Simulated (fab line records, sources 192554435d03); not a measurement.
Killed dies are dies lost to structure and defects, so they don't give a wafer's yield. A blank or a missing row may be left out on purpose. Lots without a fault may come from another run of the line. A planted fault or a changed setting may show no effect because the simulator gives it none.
Split-lot experiment | flow n5_finfet | 7 lots, 21 wafers read, on a route of 1938 steps

THE SPLIT
At N5_PASSIVATION_PECVD_35 (deposits SiNx from SiH4/NH3/N2, target thk 700 nm, time 151.3 s), the setting time_s was moved away from the recipe's 151.3 s on 6 of the 21 wafers read, by -12.4% to -4.7%. The other wafers ran this setting at the recipe's value.

The reading is taken at the split's own step.

THE READING
SiNx_of_PASSIVATION_PECVD_35.thk_nm (the simulator's own value, which no gauge read), in nm, at N5_PASSIVATION_PECVD_35 (deposits SiNx from SiH4/NH3/N2, target thk 700 nm, time 151.3 s). The file gives no usual value for it. The 15 wafers here that ran the recipe average 697.8 nm, standard deviation 7.5 nm.

wafer  | tool, chamber at the split | time_s as run, s | against the recipe | SiNx_of_PASSIVATION_PECVD_35.thk_nm, nm | against lot-mates on the recipe
L074.3 | pecvd-03, 1                | 151.3            | recipe             | 685.8                                   | -
L074.4 | pecvd-03, 2                | 151.3            | recipe             | 692.2                                   | -
L074.5 | pecvd-03, 0                | 151.3            | recipe             | 688.4                                   | -
L075.1 | pecvd-03, 1                | 151.3            | recipe             | 701                                     | -
L075.2 | pecvd-03, 2                | 137.5            | -9.1%              | 626.2                                   | -74.8
L075.3 | pecvd-03, 0                | 137.5            | -9.1%              | 632                                     | -69.0
L082.2 | pecvd-04, 1                | 151.3            | recipe             | 695                                     | -
L082.4 | pecvd-04, 0                | 151.3            | recipe             | 709.4                                   | -
L082.6 | pecvd-04, 2                | 151.3            | recipe             | 705                                     | -
L089.1 | pecvd-02, 1                | 144.2            | -4.7%              | 659.4                                   | -34.7
L089.3 | pecvd-02, 2                | 151.3            | recipe             | 691                                     | -
L089.4 | pecvd-02, 1                | 151.3            | recipe             | 697.2                                   | -
L094.2 | pecvd-04, 2                | 132.5            | -12.4%             | 594.8                                   | -99.4
L094.3 | pecvd-04, 0                | 132.5            | -12.4%             | 615.4                                   | -78.8
L094.4 | pecvd-04, 2                | 151.3            | recipe             | 694.2                                   | -
L093.3 | pecvd-02, 0                | 151.3            | recipe             | 693                                     | -
L093.4 | pecvd-02, 1                | 151.3            | recipe             | 700.8                                   | -
L093.6 | pecvd-02, 2                | 151.3            | recipe             | 705.8                                   | -
L096.2 | pecvd-04, 0                | 151.3            | recipe             | 695.4                                   | -
L096.4 | pecvd-04, 2                | 135.9            | -10.2%             | 624.8                                   | -79.1
L096.5 | pecvd-04, 0                | 151.3            | recipe             | 712.4                                   | -

THE FIT
A straight line over all 21 wafers: SiNx_of_PASSIVATION_PECVD_35.thk_nm changes by +7.44 nm for each +1% of time_s; r = +0.98; the points scatter about the line by 7.6 nm.
The same after taking each lot's own level away (the mean of its wafers on the recipe; 21 wafers): +7.47 nm for each +1%; r = +0.99; scatter 5.9 nm.
On that fit, the largest move of time_s shifts the reading by 93 nm.
The lots' own levels span 688.80 to 703.90 nm, that is 2.0 times the standard deviation above.
So the lot-to-lot level changes the slope little: the two slopes agree.
Check: with one of the wafers moved furthest among these (-12.4%) left out of the fit, the line predicts -90.6 nm for it against its lot-mates. It came out at -99.4 nm against them.

OTHER SPLITS ON THESE WAFERS
These wafers also went through other splits before the reading. Each is held against what the fit with the lots' levels taken away leaves over:
other split on the same wafers    | wafers away from the commonest value | r with SiNx_of_PASSIVATION_PECVD_35.thk_nm (lot level and that fit taken away)
N5_BEOL_M13_CMP_49 down_force_psi | 10                                   | +0.03
N5_BEOL_M14_ILD_DEP_00 time_s     | 8                                    | -0.03
N5_BEOL_M14_DEP_53 time_s         | 3                                    | -0.22
N5_BEOL_M15_SPUTTER_44 power_w    | 11                                   | -0.17
N5_MIM_BOT_ETCH_ETCH_03 bias_w    | 4                                    | -0.39

THE FILE'S OWN FIT
SiNx_of_PASSIVATION_PECVD_35.thk_nm changes by +7.52 nm for each +1% of time_s, r = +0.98.
